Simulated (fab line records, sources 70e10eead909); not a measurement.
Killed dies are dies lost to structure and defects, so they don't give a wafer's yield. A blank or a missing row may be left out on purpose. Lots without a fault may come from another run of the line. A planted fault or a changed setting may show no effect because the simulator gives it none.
fab line records | flow nand_harc
record lots=11 wafers=33 last_day=34
route steps=1302 shown A_CHANNEL_HOLE_D2@589 A_CHANNEL_FILL_D2@614 END@1302
lots that met no fault: from a run of the same line without faults
start_h: hours from the record's first day to the start of the lot's first wafer shown | wait_h: hours since the lot's step before | " the same as in the row above | L1.1+2: a row that stands for several wafers | - no value, or no start given | * or withheld: withheld | < > ~ a bound
route shown NAME@n: a module of which the file shows steps, and the number in the route of the first | usual: mean/standard deviation of fault-free wafers | same: alike in all rows | chamber/n: place in a boat | sites: the reading at each site | _std_site: their standard deviation | _edge_site: outer sites' mean less inner sites' | radius_mm: how far each site lies from the wafer's centre | mask NAME#n: copy n | behind: the tool/chamber that last shaped the wafer | hold: why the lot was held/for how many hours/how that ended | device: the transistor (n, p or np) that didn't switch | end of line: the same wafers' tests at the end of the route | a step without rows: its recipe alone | killed: dies lost to structure and defects at the first sort, not the wafer's yield | map: a wafer's dies, x killed, . not, _ none there
set.NAME: the setting as run; set.NAME@STEP: as run at that earlier step | model.NAME: the simulator's own value behind a step, which no gauge read
steps of the route over a sample of lots; a table a step, a row a wafer
services: from which hour (start_h, from the record's first day; less than 0 if before it) a tool's chamber was out of use, for how many hours, and why
## steps
# step NHARC_A_CHANNEL_HOLE_D2_ETCH_16
# recipe target_depth_a=31000 over_etch_frac=0.3 time_s=806 ion_energy_ev=150 o2_flow_sccm=400 cos_flow_sccm=20 ar_flow_sccm=0 rf_w=500 bias_w=300 chemistry=O2/COS
# usual drypump_motor_current_A=5.8/0.37 oes_product_au=1.001/0.011 rf_vpp_V=312.9/1.3 showerhead_plenum_p_Torr=3.02/0.074 throttle_valve_pct=28.330/0.0096
# columns lot.wafer tool chamber start_h wait_h drypump_motor_current_A oes_product_au rf_hours_counter_h rf_vpp_V showerhead_plenum_p_Torr throttle_valve_pct
L495.3 rie_diel-01 0 316.36 - 6.1 1.004 5 314.4 3.17 28.333
L495.6 " 3 " " 6.0 1.003 - 314.0 3.12 28.342
L495.5 " 0 " " 6.1 1.017 - 314.1 3.17 28.327
L496.4 rie_diel-13 0 316.52 - 5.4 0.993 8 312.0 2.96 28.321
L496.6 " 0 " " 5.4 0.999 - 311.7 2.96 28.326
L496.5 " 1 " " 5.1 0.996 - 311.0 3.00 28.346
L497.1 rie_diel-01 3 324.12 - 6.0 1.012 6 313.9 3.12 28.318
L497.3 " 0 " " 6.1 1.020 6 315.4 3.17 28.321
L497.2 " 1 " " 5.2 1.000 6 314.6 3.14 28.339
L503.2 rie_diel-06 1 388.91 - 5.5 1.006 5 312.8 3.06 28.350
L503.3 " 2 " " 6.3 1.001 6 311.0 2.94 28.316
L503.4 " 0 " " 5.9 0.985 5 312.8 3.03 28.330
L505.4 rie_diel-01 1 411.89 - 5.2 0.993 1 314.2 3.14 28.331
L505.1 " 2 " " 6.2 0.994 2 310.7 2.91 28.310
L505.2 " 0 " " 6.1 1.004 1 315.1 3.17 28.321
L507.1 rie_diel-06 1 412.86 - 5.5 1.001 9 311.8 3.06 28.334
L507.4 " 3 " " 6.0 0.991 8 310.3 2.94 28.331
L507.6 " 1 " " 5.5 1.012 - 312.9 3.06 28.326
L511.1 rie_diel-06 0 462.51 - 6.0 0.988 9 313.8 3.03 28.339
L511.2 " 1 " " 5.5 1.023 11 313.3 3.06 28.349
L511.3 " 2 " " 6.3 1.004 12 311.5 2.94 28.335
L512.4 rie_diel-06 2 469.76 - 6.3 0.998 13 313.3 2.94 28.335
L512.1 " 3 " " 6.0 0.999 12 312.6 2.94 28.330
L512.5 " 0 " " 5.9 0.981 - 312.5 3.03 28.312
L514.3 rie_diel-06 2 500.40 - 6.3 0.996 1 312.1 2.94 28.341
L514.2 " 0 " " 5.9 0.977 1 314.1 3.03 28.323
L514.5 " 1 " " 5.5 0.992 - 313.5 3.05 28.331
L515.3 rie_diel-06 1 512.10 - 5.5 0.995 1 314.1 3.05 28.325
L515.1 " 3 " " 6.0 0.992 1 311.8 2.94 28.324
L515.6 " 0 " " 6.0 0.971 - 314.4 3.03 28.345
L517.4 rie_diel-01 3 520.96 - 5.9 1.006 5 314.3 3.11 28.328
L517.3 " 0 " " 6.1 1.009 6 314.8 3.17 28.324
L517.1 " 2 " " 6.1 0.999 7 311.8 2.91 28.319
# step NHARC_A_CHANNEL_HOLE_D2_ETCH_23
# recipe bias_v=5000 source_w=withheld pressure_mtorr=20 time_s=819 ar_flow_sccm=375 c4f8_flow_sccm=89.3 o2_flow_sccm=35.7 temp_c=-20 target_depth_a=16000 chemistry=C4F8/O2/Ar
# usual drypump_motor_current_A=5.70/0.22 showerhead_plenum_p_Torr=3.64/0.091 throttle_valve_pct=32.154/0.009
# columns lot.wafer tool chamber start_h wait_h drypump_motor_current_A rf_hours_counter_h showerhead_plenum_p_Torr throttle_valve_pct
L495.3 har_etch-02 0 318.73 0.5 5.35 - 3.73 32.146
L495.6 " 1 " " 5.79 - 3.72 32.152
L495.5 " 0 " " 5.35 - 3.73 32.144
L496.4 har_etch-01 1 318.86 0.5 5.70 - 3.69 32.156
L496.5 " 1 " " 5.65 - 3.69 32.149
L496.6 " 0 " " 5.97 - 3.52 32.149
L497.1 har_etch-02 1 326.16 0.5 5.80 383 3.72 32.163
L497.2 " 0 " " 5.35 360 3.73 32.153
L497.3 " 0 " " 5.35 - 3.73 32.155
L503.2 har_etch-02 1 399.99 0.5 5.79 5 3.70 32.138
L503.3 " 1 " " 5.79 - 3.70 32.154
L503.4 " 0 " " 5.36 - 3.71 32.139
L505.2 har_etch-02 0 413.99 0.5 5.36 17 3.71 32.151
L505.1 " 1 " " 5.78 17 3.69 32.163
L505.4 " 1 " " 5.76 - 3.70 32.157
L507.1 har_etch-02 0 418.19 0.5 5.36 21 3.71 32.160
L507.4 " 0 " " 5.37 - 3.71 32.157
L507.6 " 0 " " 5.36 - 3.71 32.146
L511.2 har_etch-01 1 466.06 0.5 5.70 254 3.64 32.153
L511.1 " 0 " " 5.91 254 3.48 32.175
L511.3 " 0 " " 5.99 - 3.48 32.151
L512.1 har_etch-01 1 474.18 0.5 5.70 262 3.64 32.161
L512.4 " 0 " " 5.92 - 3.47 32.163
L512.5 " 0 " " 5.94 - 3.47 32.144
L514.2 har_etch-02 0 502.54 0.5 5.34 70 3.68 32.140
L514.3 " 1 " " 5.76 - 3.67 32.148
L514.5 " 1 " " 5.80 - 3.67 32.136
L515.1 har_etch-01 0 514.13 0.5 5.94 280 3.46 32.143
L515.3 " 1 " " 5.69 - 3.63 32.153
L515.6 " 1 " " 5.73 - 3.63 32.160
L517.1 har_etch-01 1 523.05 0.5 5.66 284 3.63 32.158
L517.4 " 1 " " 5.70 - 3.63 32.166
L517.3 " 0 " " 5.95 - 3.46 32.168
# step NHARC_A_CHANNEL_HOLE_D2_INSPECT_40
# usual raw_defect_count=300/96
# columns lot.wafer tool chamber start_h wait_h raw_defect_count
L495.3 defect_inspect-01 - 322.66 - 234
L495.5 " - " " 209
L495.6 " - " " 292
L496.4 defect_inspect-02 - 322.90 - 237
L496.5 " - " " 298
L496.6 " - " " 221
L497.1 defect_inspect-02 - 330.42 - 248
L497.2 " - " " 368
L497.3 " - " " 376
L503.2 defect_inspect-01 - 404.24 - 1202
L503.3 " - " " 1205
L503.4 " - " " 1182
L505.1 defect_inspect-01 - 418.31 - 262
L505.2 " - " " 377
L505.4 " - " " 242
L507.1 defect_inspect-02 - 422.45 - 1246
L507.4 " - " " 1162
L507.6 " - " " 1239
L511.1 defect_inspect-01 - 470.48 - 519
L511.2 " - " " 417
L511.3 " - " " 405
L512.1 defect_inspect-02 - 478.36 - 469
L512.4 " - " " 398
L512.5 " - " " 423
L514.2 defect_inspect-02 - 506.69 - 502
L514.3 " - " " 263
L514.5 " - " " 479
L515.1 defect_inspect-02 - 518.39 - 290
L515.3 " - " " 427
L515.6 " - " " 403
L517.1 defect_inspect-01 - 527.51 - 501
L517.3 " - " " 333
L517.4 " - " " 436
# step NHARC_A_CHANNEL_FILL_D2_ALD_14
# recipe target_thk_a=25 pulse_time_s=10 ald_cycles=25 temp_c=300 material=SiO2
# usual heater_power_w=476/42 precursor_pulse_height_rel=0.997/0.019
# columns lot.wafer tool chamber start_h wait_h heater_power_w precursor_pulse_height_rel
L496.4 ald_hk-01 1 331.06 0.2 456 1.011
L496.5 " 2 " " 462 0.987
L496.6 " 3 " " 492 1.023
L495.3 ald_hk-02 0 331.16 0.3 404 0.980
L495.6 " 1 " " 432 1.011
L495.5 " 2 " " 537 0.992
L497.1 ald_hk-02 1 337.58 0.0 436 0.998
L497.3 " 2 " " 543 0.985
L497.2 " 3 " " 516 1.009
L503.2 ald_hk-01 1 411.50 0.1 485 1.024
L503.4 " 2 " " 463 0.994
L503.3 " 3 " " 486 1.001
L505.1 ald_hk-02 2 425.97 0.0 525 0.962
L505.4 " 3 " " 514 1.012
L505.2 " 0 " " 407 0.996
L507.4 ald_hk-02 0 430.06 0.0 406 0.991
L507.1 " 3 " " 546 1.005
L507.6 " 0 " " 400 0.982
L511.3 ald_hk-02 3 477.62 0.0 549 1.016
L511.2 " 0 " " 402 0.980
L511.1 " 1 " " 451 0.987
L512.1 ald_hk-03 0 485.99 0.1 449 0.986
L512.4 " 1 " " 471 1.024
L512.5 " 2 " " 512 0.977
L514.2 ald_hk-02 1 513.99 0.1 451 0.976
L514.3 " 2 " " 525 0.999
L514.5 " 0 " " 405 0.996
L515.1 ald_hk-03 2 525.63 0.0 519 0.999
L515.3 " 3 " " 470 1.002
L515.6 " 3 " " 466 1.023
L517.3 ald_hk-01 2 534.71 0.0 458 1.025
L517.4 " 3 " " 515 0.987
L517.1 " 0 " " 519 0.994
# step NHARC_A_CHANNEL_FILL_D2_ALD_15
# recipe target_thk_a=20 pulse_time_s=60 ald_cycles=19 temp_c=630 pressure_torr=2 material=SiNx
# usual chamber_pressure_Torr=2.000/0.004 precursor_pulse_height_rel=1.002/0.019
# columns lot.wafer tool chamber start_h wait_h chamber_pressure_Torr precursor_pulse_height_rel
L495.3 ald_sin_batch-02 0 - - 1.998 1.002
L495.5 " 0 " " 1.999 1.022
L495.6 " 0 " " 2.003 1.010
L496.4 ald_sin_batch-02 0 - - 2.002 0.972
L496.5 " 0 " " 2.001 0.969
L496.6 " 0 " " 2.000 0.982
L497.1 ald_sin_batch-03 0 - - 2.002 0.990
L497.2 " 0 " " 2.009 0.993
L497.3 " 0 " " 1.994 1.011
L503.2 ald_sin_batch-01 0 - - 1.997 1.024
L503.3 " 0 " " 1.995 1.022
L503.4 " 0 " " 1.997 0.992
L505.1 ald_sin_batch-02 0 - - 1.999 0.980
L505.2 " 0 " " 2.006 1.034
L505.4 " 0 " " 1.996 0.999
L507.1 ald_sin_batch-01 0 - - 2.003 1.014
L507.4 " 0 " " 1.999 1.018
L507.6 " 0 " " 2.004 1.012
L511.1 ald_sin_batch-02 0 - - 2.005 1.012
L511.2 " 0 " " 2.002 0.984
L511.3 " 0 " " 2.003 1.008
L512.1 ald_sin_batch-03 0 - - 2.004 1.005
L512.4 " 0 " " 2.004 1.002
L512.5 " 0 " " 1.996 0.989
L514.2 ald_sin_batch-03 0 - - 2.001 0.990
L514.3 " 0 " " 2.002 0.959
L514.5 " 0 " " 1.999 0.993
L515.1 ald_sin_batch-02 0 - - 2.000 1.000
L515.3 " 0 " " 2.003 0.979
L515.6 " 0 " " 1.998 1.032
L517.1 ald_sin_batch-01 0 - - 1.998 0.968
L517.3 " 0 " " 2.001 1.006
L517.4 " 0 " " 1.999 0.989
# step NHARC_END_SORT_01
# recipe temp_c=25
# usual killed_at_array=64/18 killed_at_other=0.8/1.1 killed_at_periphery=3.8/2.7 killed_dies=68/18 killed_open=3.3/1.9 killed_short=2.3/1.8
# same gross_dies=677
# columns lot.wafer tool chamber start_h wait_h killed_at_array killed_at_other killed_at_periphery killed_dies killed_open killed_short
L496.4 prober-01 0 579.28 3.4 79 0 5 84 7 2
L496.5 prober-01 0 580.09 3.7 73 0 1 74 2 1
L496.6 prober-01 0 580.89 4.0 70 0 4 74 1 2
L495.3 prober-02 0 586.30 3.1 39 0 0 39 1 0
L495.5 prober-02 0 587.89 3.7 36 0 2 38 1 4
L495.6 prober-02 0 588.69 4.0 54 0 1 55 4 4
L497.1 prober-01 0 592.45 2.5 86 2 4 92 3 1
L497.2 prober-01 0 593.25 2.8 72 1 7 80 2 2
L497.3 prober-01 0 594.05 3.1 87 0 7 94 1 0
L503.2 prober-01 0 663.41 2.8 179 0 6 185 4 3
L503.3 prober-01 0 664.21 3.1 149 0 4 153 2 2
L503.4 prober-01 0 665.02 3.4 135 1 6 142 7 0
L505.1 prober-02 0 686.18 2.5 48 1 3 52 4 6
L505.2 prober-02 0 686.98 2.8 58 1 6 65 5 2
L505.4 prober-02 0 688.58 3.4 48 0 3 51 3 3
L507.1 prober-01 0 693.98 2.6 155 0 2 157 2 7
L507.4 prober-01 0 696.40 3.4 136 0 3 139 1 2
L507.6 prober-01 0 698.01 4.0 149 0 2 151 2 2
L511.1 prober-02 0 735.98 2.5 77 0 2 79 3 2
L511.2 prober-02 0 736.77 2.8 64 0 3 67 3 2
L511.3 prober-02 0 737.57 3.1 66 0 0 66 2 0
L512.1 prober-01 0 753.06 2.5 67 1 1 69 6 2
L512.4 prober-01 0 755.44 3.4 76 2 3 81 4 6
L512.5 prober-01 0 756.24 3.7 62 0 3 65 3 0
L514.2 prober-02 0 771.52 2.8 65 2 3 70 2 3
L514.3 prober-02 0 772.32 3.1 48 2 4 54 5 1
L514.5 prober-02 0 773.91 3.7 49 2 5 56 5 0
L515.1 prober-02 0 786.76 2.5 63 0 1 64 1 3
L515.3 prober-02 0 788.37 3.1 85 0 0 85 1 3
L515.6 prober-02 0 790.77 4.0 77 1 7 85 5 1
L517.1 prober-01 0 807.80 2.5 99 1 5 105 6 2
L517.3 prober-01 0 809.42 3.1 81 0 1 82 5 1
L517.4 prober-01 0 810.23 3.4 79 0 3 82 4 2
# killed by level:class
L496.4 A_CHANNEL_HOLE_D1:chamber_film_flake=35 A_SLIT:chamber_film_flake=19 A_SGD_CUT:chamber_film_flake=11 A_CHANNEL_HOLE_D2:chamber_film_flake=4 P_M2:chamber_film_flake=3 P_CONTACT:geometric_particle:open=2 A_ONON_D1:geometric_particle:open=1 A_ONON_D2:geometric_particle:short=1
L496.5 A_CHANNEL_HOLE_D1:chamber_film_flake=28 A_SLIT:chamber_film_flake=26 A_CHANNEL_HOLE_D2:chamber_film_flake=8 A_SGD_CUT:chamber_film_flake=6 A_WL_FILL:chamber_film_flake=2 P_M1:geometric_particle:short=1 A_CHANNEL_FILL_D1:geometric_particle:open=1 A_CHANNEL_FILL_D2:geometric_particle:open=1
L496.6 A_CHANNEL_HOLE_D1:chamber_film_flake=26 A_SLIT:chamber_film_flake=22 A_CHANNEL_HOLE_D2:chamber_film_flake=11 A_SGD_CUT:chamber_film_flake=4 P_M2:chamber_film_flake=3 A_STAIRCASE:chamber_film_flake=2 A_CHANNEL_HOLE_D1:geometric_particle:short=1 A_CHANNEL_FILL_D2:geometric_particle:open=1
L495.3 A_CHANNEL_HOLE_D2:chamber_film_flake=32 A_CONTACT:chamber_film_flake=3 A_DECK1_JOINT:chamber_film_flake=2 A_BLC:geometric_particle:open=1 A_STAIRCASE:chamber_film_flake=1
L495.5 A_CHANNEL_HOLE_D2:chamber_film_flake=26 A_STAIRCASE:chamber_film_flake=3 A_ONON_D2:geometric_particle:short=2 P_M1:geometric_particle:open=1 A_CHANNEL_FILL_D1:geometric_particle:short=1 A_DECK1_JOINT:geometric_particle:short=1 P_CONTACT:chamber_film_flake=1 A_CHANNEL_HOLE_D1:chamber_film_flake=1
L495.6 A_CHANNEL_HOLE_D2:chamber_film_flake=35 A_STAIRCASE:chamber_film_flake=4 A_CHANNEL_HOLE_D1:chamber_film_flake=3 A_SGD_CUT:geometric_particle:open=2 A_WL_FILL:geometric_particle:short=2 A_DECK1_JOINT:chamber_film_flake=2 P_M0:geometric_particle:open=1 A_CHANNEL_HOLE_D2:geometric_particle:short=1
L497.1 A_CHANNEL_HOLE_D1:chamber_film_flake=27 A_SLIT:chamber_film_flake=26 A_CHANNEL_HOLE_D2:chamber_film_flake=21 A_STAIRCASE:chamber_film_flake=4 A_CONTACT:chamber_film_flake=3 P_ZERO_WELL:chamber_film_flake=2 A_CHANNEL_FILL_D2:chamber_film_flake=2 A_CHANNEL_FILL_D2:geometric_particle:short=1
L497.2 A_SLIT:chamber_film_flake=24 A_CHANNEL_HOLE_D2:chamber_film_flake=22 A_CHANNEL_HOLE_D1:chamber_film_flake=20 A_STAIRCASE:chamber_film_flake=3 A_CONTACT:chamber_film_flake=3 P_M0:geometric_particle:open=2 P_STI:chamber_film_flake=2 P_GATE:chamber_film_flake=2
L497.3 A_CHANNEL_HOLE_D2:chamber_film_flake=32 A_SLIT:chamber_film_flake=27 A_CHANNEL_HOLE_D1:chamber_film_flake=25 P_STI:chamber_film_flake=5 A_CONTACT:chamber_film_flake=3 P_CONTACT:geometric_particle:open=1 P_ZERO_WELL:chamber_film_flake=1
L503.2 A_CHANNEL_HOLE_D2:unspecified=94 A_CHANNEL_HOLE_D1:chamber_film_flake=41 A_SLIT:chamber_film_flake=26 A_ZERO_WELL:chamber_film_flake=4 A_BLC:chamber_film_flake=4 A_CONTACT:chamber_film_flake=3 A_WL_FILL:geometric_particle:short=2 P_ZERO_WELL:chamber_film_flake=2
L503.3 A_CHANNEL_HOLE_D2:unspecified=71 A_CHANNEL_HOLE_D1:chamber_film_flake=31 A_SLIT:chamber_film_flake=30 A_CONTACT:chamber_film_flake=4 P_ZERO_WELL:chamber_film_flake=3 A_CHANNEL_HOLE_D2:chamber_film_flake=3 A_STAIRCASE:chamber_film_flake=3 A_WL_FILL:geometric_particle:short=2
L503.4 A_CHANNEL_HOLE_D2:unspecified=63 A_SLIT:chamber_film_flake=29 A_CHANNEL_HOLE_D1:chamber_film_flake=25 A_ZERO_WELL:chamber_film_flake=4 A_CHANNEL_FILL_D2:chamber_film_flake=3 A_CHANNEL_FILL_D1:geometric_particle:open=2 A_ONON_D2:geometric_particle:open=2 P_ZERO_WELL:chamber_film_flake=2
L505.1 A_CHANNEL_HOLE_D1:chamber_film_flake=26 A_WL_FILL:chamber_film_flake=6 A_CHANNEL_FILL_D1:chamber_film_flake=4 A_SLIT:chamber_film_flake=3 A_DECK1_JOINT:geometric_particle:short=2 A_CONTACT:chamber_film_flake=2 P_CONTACT:geometric_particle:short=1 P_M0:geometric_particle:short=1
L505.2 A_CHANNEL_HOLE_D1:chamber_film_flake=35 A_SLIT:chamber_film_flake=5 P_STI:chamber_film_flake=5 A_CHANNEL_FILL_D1:chamber_film_flake=5 A_CONTACT:chamber_film_flake=3 A_CHANNEL_FILL_D1:geometric_particle:open=2 A_CHANNEL_FILL_D1:geometric_particle:short=2 A_CHANNEL_FILL_D2:geometric_particle:open=2
L505.4 A_CHANNEL_HOLE_D1:chamber_film_flake=35 A_WL_FILL:chamber_film_flake=3 P_STI:chamber_film_flake=2 P_CONTACT:geometric_particle:open=1 A_CHANNEL_FILL_D1:geometric_particle:short=1 A_CHANNEL_FILL_D1:geometric_particle:open=1 A_ONON_D2:geometric_particle:short=1 A_CHANNEL_HOLE_D2:geometric_particle:short=1
L507.1 A_CHANNEL_HOLE_D2:unspecified=105 A_SLIT:chamber_film_flake=31 A_CHANNEL_HOLE_D1:chamber_film_flake=6 A_CONTACT:chamber_film_flake=3 A_CHANNEL_FILL_D1:geometric_particle:short=2 P_CONTACT:chamber_film_flake=2 A_SOURCE_PLATE:geometric_particle:short=1 A_ONON_D1:geometric_particle:short=1
L507.4 A_CHANNEL_HOLE_D2:unspecified=99 A_SLIT:chamber_film_flake=27 A_CHANNEL_HOLE_D1:chamber_film_flake=5 A_WL_FILL:geometric_particle:short=2 A_M1:geometric_particle:open=1 P_ZERO_WELL:chamber_film_flake=1 P_STI:chamber_film_flake=1 P_CONTACT:chamber_film_flake=1
L507.6 A_CHANNEL_HOLE_D2:unspecified=101 A_SLIT:chamber_film_flake=35 A_CHANNEL_HOLE_D1:chamber_film_flake=8 A_CONTACT:chamber_film_flake=2 P_GATE:geometric_particle:open=1 A_DECK1_JOINT:geometric_particle:short=1 A_WL_FILL:geometric_particle:short=1 A_M0:geometric_particle:open=1
L511.1 A_CHANNEL_HOLE_D1:chamber_film_flake=36 A_CHANNEL_HOLE_D2:chamber_film_flake=24 A_SLIT:chamber_film_flake=5 A_CHANNEL_FILL_D1:chamber_film_flake=4 A_STAIRCASE:chamber_film_flake=3 P_CONTACT:geometric_particle:short=1 A_ONON_D1:geometric_particle:open=1 A_CHANNEL_HOLE_D2:geometric_particle:open=1
L511.2 A_CHANNEL_HOLE_D1:chamber_film_flake=32 A_CHANNEL_HOLE_D2:chamber_film_flake=19 A_SLIT:chamber_film_flake=5 A_STAIRCASE:chamber_film_flake=3 P_M0:geometric_particle:open=2 A_WL_FILL:chamber_film_flake=2 P_CONTACT:geometric_particle:short=1 A_ONON_D1:geometric_particle:short=1
L511.3 A_CHANNEL_HOLE_D1:chamber_film_flake=27 A_CHANNEL_HOLE_D2:chamber_film_flake=27 A_SLIT:chamber_film_flake=5 A_STAIRCASE:chamber_film_flake=2 A_M0:chamber_film_flake=2 A_ONON_D1:geometric_particle:open=1 A_CHANNEL_FILL_D1:geometric_particle:open=1 A_DECK1_JOINT:chamber_film_flake=1
L512.1 A_CHANNEL_HOLE_D1:chamber_film_flake=32 A_CHANNEL_HOLE_D2:chamber_film_flake=20 A_ONON_D2:geometric_particle:open=2 A_CHANNEL_FILL_D1:chamber_film_flake=2 A_STAIRCASE:chamber_film_flake=2 A_M0:chamber_film_flake=2 P_M1:geometric_particle:open=1 A_CHANNEL_FILL_D1:geometric_particle:short=1
L512.4 A_CHANNEL_HOLE_D2:chamber_film_flake=28 A_CHANNEL_HOLE_D1:chamber_film_flake=26 A_CONTACT:chamber_film_flake=8 A_WL_FILL:geometric_particle:short=2 P_GATE:chamber_film_flake=2 THIN_TSV:chamber_film_flake=2 A_M0:chamber_film_flake=2 P_CONTACT:geometric_particle:open=1
L512.5 A_CHANNEL_HOLE_D1:chamber_film_flake=31 A_CHANNEL_HOLE_D2:chamber_film_flake=21 A_STAIRCASE:chamber_film_flake=2 A_WL_FILL:chamber_film_flake=2 P_CONTACT:geometric_particle:open=1 P_M0:geometric_particle:open=1 A_CHANNEL_FILL_D1:geometric_particle:open=1 P_GATE:chamber_film_flake=1
L514.2 A_SLIT:chamber_film_flake=35 A_CHANNEL_HOLE_D1:chamber_film_flake=12 A_STAIRCASE:chamber_film_flake=5 A_M0:chamber_film_flake=3 A_CHANNEL_HOLE_D2:chamber_film_flake=2 THIN_TSV:chamber_film_flake=2 A_CHANNEL_FILL_D1:geometric_particle:open=1 A_CHANNEL_HOLE_D2:geometric_particle:short=1
L514.3 A_SLIT:chamber_film_flake=23 A_CHANNEL_HOLE_D1:chamber_film_flake=12 A_STAIRCASE:chamber_film_flake=4 P_M2:chamber_film_flake=2 A_WL_FILL:chamber_film_flake=2 THIN_TSV:chamber_film_flake=2 A_ONON_D1:geometric_particle:open=1 A_DECK1_JOINT:geometric_particle:open=1
L514.5 A_SLIT:chamber_film_flake=21 A_CHANNEL_HOLE_D1:chamber_film_flake=9 A_STAIRCASE:chamber_film_flake=8 P_M2:chamber_film_flake=3 A_CONTACT:chamber_film_flake=3 A_ONON_D2:geometric_particle:open=2 A_WL_FILL:chamber_film_flake=2 THIN_TSV:chamber_film_flake=2
L515.1 A_SLIT:chamber_film_flake=25 A_CHANNEL_HOLE_D2:chamber_film_flake=15 A_CONTACT:chamber_film_flake=9 A_CHANNEL_HOLE_D1:chamber_film_flake=8 A_STAIRCASE:chamber_film_flake=2 P_CONTACT:geometric_particle:short=1 A_ONON_D1:geometric_particle:short=1 A_CHANNEL_HOLE_D1:geometric_particle:open=1
L515.3 A_SLIT:chamber_film_flake=34 A_CHANNEL_HOLE_D2:chamber_film_flake=23 A_CHANNEL_HOLE_D1:chamber_film_flake=11 A_CONTACT:chamber_film_flake=8 A_CHANNEL_FILL_D2:geometric_particle:short=2 A_CHANNEL_FILL_D1:chamber_film_flake=2 A_STAIRCASE:chamber_film_flake=2 A_ONON_D1:geometric_particle:open=1
L515.6 A_CHANNEL_HOLE_D2:chamber_film_flake=24 A_SLIT:chamber_film_flake=24 A_CHANNEL_HOLE_D1:chamber_film_flake=16 A_CONTACT:chamber_film_flake=6 P_ZERO_WELL:chamber_film_flake=3 A_ZERO_WELL:chamber_film_flake=2 P_CONTACT:geometric_particle:open=1 P_M0:geometric_particle:open=1
L517.1 A_CHANNEL_HOLE_D2:chamber_film_flake=29 A_CHANNEL_HOLE_D1:chamber_film_flake=20 A_SLIT:chamber_film_flake=20 A_STAIRCASE:chamber_film_flake=10 A_CONTACT:chamber_film_flake=7 A_SGD_CUT:chamber_film_flake=3 A_CHANNEL_FILL_D2:geometric_particle:open=2 A_WL_FILL:chamber_film_flake=2
L517.3 A_SLIT:chamber_film_flake=25 A_CHANNEL_HOLE_D2:chamber_film_flake=18 A_CHANNEL_HOLE_D1:chamber_film_flake=10 A_STAIRCASE:chamber_film_flake=7 A_CONTACT:chamber_film_flake=7 A_BONDPAD:chamber_film_flake=4 A_CHANNEL_FILL_D1:chamber_film_flake=2 A_SGD_CUT:chamber_film_flake=2
L517.4 A_SLIT:chamber_film_flake=24 A_CHANNEL_HOLE_D1:chamber_film_flake=13 A_CHANNEL_HOLE_D2:chamber_film_flake=11 A_CONTACT:chamber_film_flake=11 A_STAIRCASE:chamber_film_flake=8 P_M2:chamber_film_flake=2 A_SGD_CUT:chamber_film_flake=2 A_WL_FILL:chamber_film_flake=2
## services
# columns tool chamber start_h hours kind
rie_diel-06 1 292.75 25.7 repair
ald_hk-01 - 299.21 10.0 pm
rie_diel-06 - 307.20 9.0 pm
ald_hk-02 - 348.39 10.0 pm
rie_diel-06 - 357.03 0.3 repair
ald_hk-01 - 375.13 0.6 repair
har_etch-02 - 377.39 17.0 pm
rie_diel-01 - 380.81 9.0 pm
rie_diel-01 1 390.53 7.7 repair
ald_hk-03 - 391.39 10.0 pm
ald_hk-02 - 409.26 2.3 repair
har_etch-01 - 439.13 15.9 repair
rie_diel-06 1 445.90 3.5 repair
rie_diel-06 - 448.34 0.1 repair
rie_diel-01 3 467.43 14.2 repair
ald_hk-01 - 477.21 10.0 pm
rie_diel-01 0 481.60 4.0 repair
rie_diel-06 - 484.20 9.0 pm
ald_sin_batch-02 - 488.00 32.1 repair
ald_sin_batch-01 - 506.00 26.0 pm
rie_diel-01 3 521.84 6.8 repair
ald_hk-02 - 527.52 10.0 pm
ald_sin_batch-01 - 532.73 4.0 repair
ald_hk-03 - 534.31 0.8 repair
## key
first_sign step=NHARC_A_CHANNEL_HOLE_D2_INSPECT_40 reading=raw_defect_count direction=up sigmas=9.4 usual=300 struck=1206
effect step=NHARC_END_SORT_01 reading=killed_dies direction=up sigmas=4.8 usual=68 struck=154
more_kills_born_at NHARC_A_CHANNEL_HOLE_D2_ETCH_16@rie_diel-06=533
met_at NHARC_A_CHANNEL_HOLE_D2_ETCH_16
struck_lots L503,L507
tester_left_out L503,L507
not_acting_at NHARC_A_CHANNEL_HOLE_D2_ETCH_23,NHARC_A_CHANNEL_FILL_D2_ALD_14,NHARC_A_CHANNEL_FILL_D2_ALD_15
fault kind=chamber_particle_source tool=rie_diel-06 chamber=- onset_h=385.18 steps=NHARC_A_CHANNEL_HOLE_D2_ETCH_16 rate_per_visit_cm2=1.5123 end_h=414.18
# tester_left_out: of these lots the tester's yield and bins aren't shown, on N5 and GAA mostly nor the transistor test; their killed dies are dies lost to structure and defects alone, not to doping, threshold or leakage, so they don't give the yield
